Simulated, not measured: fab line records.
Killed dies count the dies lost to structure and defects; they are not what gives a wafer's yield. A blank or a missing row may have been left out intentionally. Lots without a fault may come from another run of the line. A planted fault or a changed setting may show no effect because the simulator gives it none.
Code-filled problem report in 8D (eight disciplines) form :: flow n5-finfet :: the parts of the form that need people (team, actions taken, sign-off) are left out

1. WHAT IS WRONG
A mean of 90 is read at N5_PASSIVATION_PROBE_49 for killed_at_M0_to_M3, taken on 1 wafer of 1 lot, against 33 (standard deviation 10) on wafers free of any fault. Relative to the usual mean, that is a shift of +5.7 standard deviations.
Earliest sighting: wafer L994.1 on prober-02 at day 18 20:47. The record has a number at this step for 32 wafers belonging to 11 lots. The rule behind "out" and "out of limits": a value lying over 4 standard deviations away from the usual mean. The other wafers with a number count as sound.

2. WHAT IT IS, AND WHAT IT ISN'T
question: which readings at this step
is: killed_at_M0_to_M3, defect-limited-yield, killed-dies, sort_bin_5_function, sort-n-pass, sort-yield-pct
is not: killed_at_M4_up, killed-at-contacts, killed-at-front-end, killed-open, killed-short, sort_bin_6_memory

question: which lots
is: L994
is not: L975, L976, L977, L979, L981, L982, L983, L984, L992, L996

question: which wafers of those lots
is: L994.1
is not: L994.3, L994.5

question: read on which tools
is: prober-02
is not: prober-01

question: when
is: from day 18 20:47
is not: up to then (26 sound wafers); but 5 sound wafers of L994, L996 came after

3. SUSPECTS, AND WHAT RULES EACH OUT
Counting: a tool at a process step up to the reading stays a suspect if it ran every lot that is out. Sound lots after the first of them don't rule it out here, since some wafers of a struck lot are sound.
- rie-diel-05 at N5_BEOL_M0_STRIP_140 (strips in CF4): kept. It processed L994, the lot that is out, at day 10 13:05, and its most recent sound lot before then was L992 at day 10 01:51.
- rie-diel-04 at N5_MIM_TOP_ETCH_STRIP_01 (strips in O2): kept. It processed L994, the lot that is out, at day 18 08:45, and its most recent sound lot before then was L984 at day 15 04:37.
- rie-metal-02 at N5_PASSIVATION_ETCH_59 (etches TaN in Cl2/BCl3, target depth 65 nm, time 34.9 s): kept. It processed L994, the lot that is out, at day 18 16:25, and its most recent sound lot before then was L982 at day 15 00:50.
- prober-02 at N5_PASSIVATION_PROBE_49: kept. It processed L994, the lot that is out, at day 18 20:47, and its most recent sound lot before then was L992 at day 17 10:02. On those wafers its own readings are out: defect-limited-yield, killed_at_M0_to_M3, killed-dies, sort_bin_5_function, sort-n-pass, sort-yield-pct.
- At N5_BEOL_M0_STRIP_140, inside rie-diel-05: chamber 1 took the wafers that are out, while their sound lot-mates went through chambers 2, 3.
Left after counting: rie-diel-05 at N5_BEOL_M0_STRIP_140, rie-diel-04 at N5_MIM_TOP_ETCH_STRIP_01, rie-metal-02 at N5_PASSIVATION_ETCH_59, prober-02 at N5_PASSIVATION_PROBE_49.

4. THE CAUSE (what the simulator had put in)
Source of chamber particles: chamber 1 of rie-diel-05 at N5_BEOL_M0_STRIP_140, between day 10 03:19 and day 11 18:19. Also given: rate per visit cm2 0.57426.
4 suspects survive the count, and this tool is in that group.

5. THE EFFECT CHAIN, in route order
Each row: a reading where the mean over the struck wafers with a number is more than 3 standard deviations away from the usual. Only readings for which the record gives a usual standard deviation are gone through. hours: the time from each lot's start at the first step in this table that gives one to its start at this step, as a median over the lots. sigmas: the change in usual standard deviations.
hours: 0
step: N5_PASSIVATION_PROBE_49
reading: defect-limited-yield
usual: 91.6 %
on struck wafers: 85.7
change: -5.9
sigmas: -4.2

hours: 0
step: N5_PASSIVATION_PROBE_49
reading: killed_at_M0_to_M3
usual: 33
on struck wafers: 90
change: +57
sigmas: +5.7

hours: 0
step: N5_PASSIVATION_PROBE_49
reading: killed-dies
usual: 99
on struck wafers: 169
change: +70
sigmas: +4.4

hours: 0
step: N5_PASSIVATION_PROBE_49
reading: killed-on-rim
usual: 13
on struck wafers: 27
change: +14
sigmas: +3.3

hours: 0
step: N5_PASSIVATION_PROBE_49
reading: sort_bin_5_function
usual: 4.9 %
on struck wafers: 8.6
change: +3.7
sigmas: +4.1

hours: 0
step: N5_PASSIVATION_PROBE_49
reading: sort-n-pass
usual: 1081
on struck wafers: 1011
change: -70
sigmas: -4.1

hours: 0
step: N5_PASSIVATION_PROBE_49
reading: sort-yield-pct
usual: 91.6 %
on struck wafers: 85.7
change: -5.9
sigmas: -4.2
Here are the process steps it includes:
- N5_PASSIVATION_PROBE_49

6. HOW IT WOULD HAVE BEEN CAUGHT EARLIER
The fault began at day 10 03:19; the first out-of-limits reading in this record came at day 18 20:47, 209 hours later.
Tool readings at N5_BEOL_M0_STRIP_140 with a usual standard deviation given in the record: none out on any struck wafer, hence no alarm at a limit of 4 standard deviations on them.
The start of N5_BEOL_M0_STRIP_140 on rie-diel-05 came by day 18 20:47 for every one of the lots that are out (1). Tool hold at that time: it would have spared none of them.
